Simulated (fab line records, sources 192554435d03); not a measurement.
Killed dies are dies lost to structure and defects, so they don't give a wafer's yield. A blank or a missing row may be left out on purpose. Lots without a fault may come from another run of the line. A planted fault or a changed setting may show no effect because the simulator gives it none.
A struck lot beside a sound one | flow n5_finfet | 15 steps out of a route of 1938
Sound: wafers L164.2, L164.3, L164.6. Struck: wafers L179.2, L179.6. (L179.3 of the same lot was not struck and is left out.) The cause comes at the end.
At each step with rows: each side's tool, then ch and its chambers, then its first start. Under that, the readings that differ: sound wafers | struck wafers | difference of the means | sigmas: that difference in standard deviations of wafers without a fault.
alike: readings whose means differ by less than 2 such deviations, and words and numbers that are the same on both sides. not compared: withheld readings, readings that some wafer has no value for, bounds like >300 that may hide the same value, and numbers for which the record gives no deviation and whose values overlap.
The two part at a step that has a row with sigmas, a row that says differs or no value, or rows on one side only. Numbers that don't overlap but have no deviation are shown without sigmas and don't part them. A reading that every wafer of one side lacks parts them only if that side has two wafers or more.

N5_BEOL_M8_VIA_ETCH_34: etches SiCOH lowk in C4F6/O2, target depth 125.5 nm, time 50.5 s.
  sound on rie_diel-05 ch 0,2, day 10 10:52; struck on rie_diel-04 ch 0,2, day 14 06:40
  reading      | sound       | struck  | difference | sigmas
  rf_vpp_V (V) | 674 673 674 | 666 664 | -9         | -2
  alike: bias_w, drypump_motor_current_A, oes_product_au, showerhead_plenum_p_Torr, throttle_valve_pct
  not compared: rf_hours_counter_h
then, 1 step without rows for these wafers: N5_BEOL_M8_STRIP_76 (strips in C4F6/O2).
N5_BEOL_M8_STRIP_36: strips in N2/H2.
  sound on rie_diel-05 ch 0,2, day 10 10:55; struck on rie_diel-04 ch 0,2, day 14 06:43
  alike: drypump_motor_current_A, oes_product_au, rf_vpp_V, showerhead_plenum_p_Torr, throttle_valve_pct
  not compared: rf_hours_counter_h
N5_BEOL_M8_TRENCH_ETCH_37: etches SiCOH lowk in C4F6/O2, target depth 93.478 nm, time 31.2 s.
  sound on rie_diel-05 ch 0,2; struck on rie_diel-04 ch 0,2
  reading      | sound       | struck  | difference | sigmas
  rf_vpp_V (V) | 675 673 674 | 665 665 | -9         | -2
  alike: bias_w, drypump_motor_current_A, oes_product_au, showerhead_plenum_p_Torr, throttle_valve_pct
  not compared: rf_hours_counter_h
N5_BEOL_M8_ETCH_41: etches SiCN in CH3F/O2, target depth 31.9 nm, time 57.8 s.
  sound on rie_diel-05 ch 0,2; struck on rie_diel-04 ch 0,2
  alike: bias_w, drypump_motor_current_A, oes_product_au, rf_vpp_V, showerhead_plenum_p_Torr, throttle_valve_pct
  not compared: rf_hours_counter_h
then, 1 step without rows for these wafers: N5_BEOL_M8_STRIP_80 (strips in N2/H2, time 10 s).
N5_BEOL_M8_OCD_MEAS_38:
  sound on ocd-01, day 10 11:07; struck on ocd-02, day 14 06:55
  alike: trench_depth_nm
then, 4 steps without rows for these wafers: N5_BEOL_M8_HM_STRIP_39 (strips TiN in peroxide tin strip, target depth 25 nm, time 158 s); N5_BEOL_M8_SRD_40 (time 30 s); N5_BEOL_M8_PRECLEAN_42 (cleans in residue remover, time 60 s); N5_BEOL_M8_SRD_43 (time 30 s).
N5_BEOL_M8_CD_MEAS_35: target cd 40 nm.
  sound on cd_sem-02, day 10 11:16; struck on cd_sem-01, day 14 07:05
  alike: cd_nm
N5_BEOL_M8_CURE_75: cures SiCOH lowk, time 120 s.
  sound on uv_cure-02 ch 0, day 10 11:22; struck on uv_cure-03 ch 1, day 14 07:10
  reading            | sound             | struck      | difference | sigmas
  lamp_power_pct (%) | 52.31 52.32 52.30 | 50.85 50.77 | -1.50      | -27
  run_length_s (s)   | 177.4 177.6 177.6 | 149.6 149.6 | -27.9      | -33
  alike: wafer_temp_C_max
N5_BEOL_M8_DEGAS_44: time 60 s.
  sound on pvd_sputter-01, day 10 12:38; struck on pvd_sputter-02, day 14 08:04
  alike: heater_power_w
then, 1 step without rows for these wafers: N5_PASSIVATION_PROBE_49.

WHERE THEY PART
First at N5_BEOL_M8_VIA_ETCH_34; last, within this record, at N5_BEOL_M8_CURE_75. Later steps at which nothing parts them and some readings are alike: N5_BEOL_M8_DEGAS_44.

WHY: what the simulator had put in
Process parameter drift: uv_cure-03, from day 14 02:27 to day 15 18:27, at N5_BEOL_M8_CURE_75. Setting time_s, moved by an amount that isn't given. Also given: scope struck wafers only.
